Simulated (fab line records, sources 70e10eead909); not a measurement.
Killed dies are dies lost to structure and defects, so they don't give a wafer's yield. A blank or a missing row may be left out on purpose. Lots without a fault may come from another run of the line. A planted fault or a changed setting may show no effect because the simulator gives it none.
A struck lot beside a sound one | flow nand_harc | 13 steps out of a route of 1159
Sound: wafers L330.2, L330.3, L330.5. Struck: wafers L344.3, L344.5, L344.6. The cause comes at the end.
At each step with rows: each side's tool, then ch and its chambers, then its first start. Under that, the readings that differ: sound wafers | struck wafers | difference of the means | sigmas: that difference in standard deviations of wafers without a fault.
alike: readings whose means differ by less than 2 such deviations, and words and numbers that are the same on both sides. not compared: withheld readings, readings that some wafer has no value for, bounds like >300 that may hide the same value, and numbers for which the record gives no deviation and whose values overlap.
The two part at a step that has a row with sigmas, a row that says differs or no value, or rows on one side only. Numbers that don't overlap but have no deviation are shown without sigmas and don't part them. A reading that every wafer of one side lacks parts them only if that side has two wafers or more.

first, 1 step without rows for these wafers: NHARC_A_BLC_SRD_27.
NHARC_A_BLC_INSPECT_28:
  sound on defect_inspect-01, day 17 09:25; struck on defect_inspect-01, day 21 09:55
  reading          | sound       | struck      | difference | sigmas
  raw_defect_count | 434 323 492 | 796 656 781 | +328       | +3
then, 9 steps without rows for these wafers: NHARC_A_M0_DEP_00 (deposits SiOC, target thk 150 nm); NHARC_A_M0_DEHYDRATE_01 (time 120 s); NHARC_A_M0_HMDS_02 (time 30 s); NHARC_A_M0_COAT_33 (time 65 s); NHARC_A_M0_COAT_03 (resist thk 90 nm); NHARC_A_M0_SOFTBAKE_04 (time 55 s); NHARC_A_M0_EBR_05; NHARC_A_M0_EXPOSE_06 (exposes mask A M0, target cd 80 nm); NHARC_A_M0_PEB_07 (peb time 65 s).
NHARC_A_M0_DEVELOP_08: develop time 35 s.
  sound on litho_track-01 ch 0, day 17 10:00; struck on litho_track-04, day 21 10:00
  no value came back on the struck wafers for chill_plate_temp_C (C), develop_time_s (s); on the sound wafers chill_plate_temp_C (C) reads 23.04 23.05 23.03
NHARC_A_M0_CD_MEAS_09: target cd 80 nm.
  sound on cd_sem-03 ch 0, day 17 10:20; struck on cd_sem-01 ch 0, day 21 10:52
  reading    | sound          | struck | difference                    | sigmas
  cd_nm (nm) | 78.7 80.1 78.6 | - - -  | no value on the struck wafers |

WHERE THEY PART
First at NHARC_A_BLC_INSPECT_28; last, within this record, at NHARC_A_M0_CD_MEAS_09.

WHY: what the simulator had put in
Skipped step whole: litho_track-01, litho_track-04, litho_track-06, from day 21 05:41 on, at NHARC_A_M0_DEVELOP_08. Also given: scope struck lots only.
